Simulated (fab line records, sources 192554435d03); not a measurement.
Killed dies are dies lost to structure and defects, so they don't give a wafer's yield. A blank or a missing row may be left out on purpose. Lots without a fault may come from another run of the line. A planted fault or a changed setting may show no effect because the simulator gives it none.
Chamber matching | flow n5_finfet | N5_ILD0_CMP_12 on cmp-03: 4 sister chambers
The step polishes SiNx, stops on poly-Si, t overpolish 6 s, target thk 17.67 nm. 16 wafers are shown with their chamber, then 8 later ones without.

WAFERS WITH THEIR CHAMBER
wafer  | chamber | motor_current_A (A) | time_to_endpoint_s (s) | overpolish_run_s (s)
L074.1 | 3       | 8.1                 | 30                     | 5.998
L074.2 | 1       | 9.1                 | 33                     | 5.998
L074.6 | 1       | 9.1                 | 34                     | 5.996
L077.2 | 3       | 7.8                 | 30                     | 6.009
L077.3 | 1       | 9.5                 | 33                     | 5.994
L077.5 | 1       | 9.4                 | 32                     | 6.017
L078.3 | 1       | 9.6                 | 29                     | 5.987
L078.4 | 0       | 8.5                 | 32                     | 6.009
L078.6 | 0       | 8.1                 | 35                     | 6.001
L085.1 | 2       | 8.6                 | 23                     | 6.010
L085.2 | 3       | 7.9                 | 26                     | 5.999
L085.6 | 1       | 9.2                 | 27                     | 6.008
L087.2 | 2       | 9.1                 | 21                     | 5.994
L087.3 | 1       | 9.7                 | 26                     | 5.989
L087.4 | 0       | 8.7                 | 27                     | 6.005
L089.2 | 1       | 9.7                 | 26                     | 6.003

SIGNATURES (means of the wafers above)
reading            | chamber 0 | chamber 1 | chamber 2 | chamber 3 | scatter within a chamber
motor_current_A    | 8.433     | 9.412     | 8.850     | 7.933     | 0.259
time_to_endpoint_s | 31.33     | 30.00     | 22.00     | 28.67     | 3.23
overpolish_run_s   | 6.00500   | 5.99900   | 6.00200   | 6.00200   | 0.00882
Rule: a wafer's distance from a chamber is the root of the sum, over the readings, of the square of ((its reading less the chamber's mean) divided by the reading's scatter). The wafer belongs to the nearest chamber; if the next one is less than 2 further off, it can't be placed. The scatter: the root of (the sum of the squares of (reading less its chamber's mean) over the shown wafers, divided by (wafers less chambers)).

WAFERS WITHOUT THEIR CHAMBER
wafer  | motor_current_A (A) | time_to_endpoint_s (s) | overpolish_run_s (s)
L089.4 | 9.3                 | 24                     | 6.002
L089.5 | 9.6                 | 26                     | 5.986
L091.2 | 8.1                 | 28                     | 5.989
L091.4 | 8.5                 | 30                     | 5.987
L091.5 | 9.6                 | 27                     | 6.008
L097.2 | 8.4                 | 33                     | 6.004
L097.4 | 9.5                 | 33                     | 5.980
L097.6 | 9.3                 | 31                     | 5.997

WHICH CHAMBER EACH WENT THROUGH
wafer  | from the rows above               | in truth
L089.4 | can't be placed: 2 or 1           | 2
L089.5 | can't be placed: 1 or 2           | 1
L091.2 | can't be placed: 3 or 0           | 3
L091.4 | can't be placed: 0 or 3 or 2 or 1 | 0
L091.5 | can't be placed: 1 or 2           | 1
L097.2 | can't be placed: 0 or 3           | 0
L097.4 | 1                                 | 1
L097.6 | 1                                 | 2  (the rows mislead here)
Placed correctly: 1 of 8. Can't be placed from these rows: 6 (the true chamber is among the candidates in 6). Placed wrongly: 1.
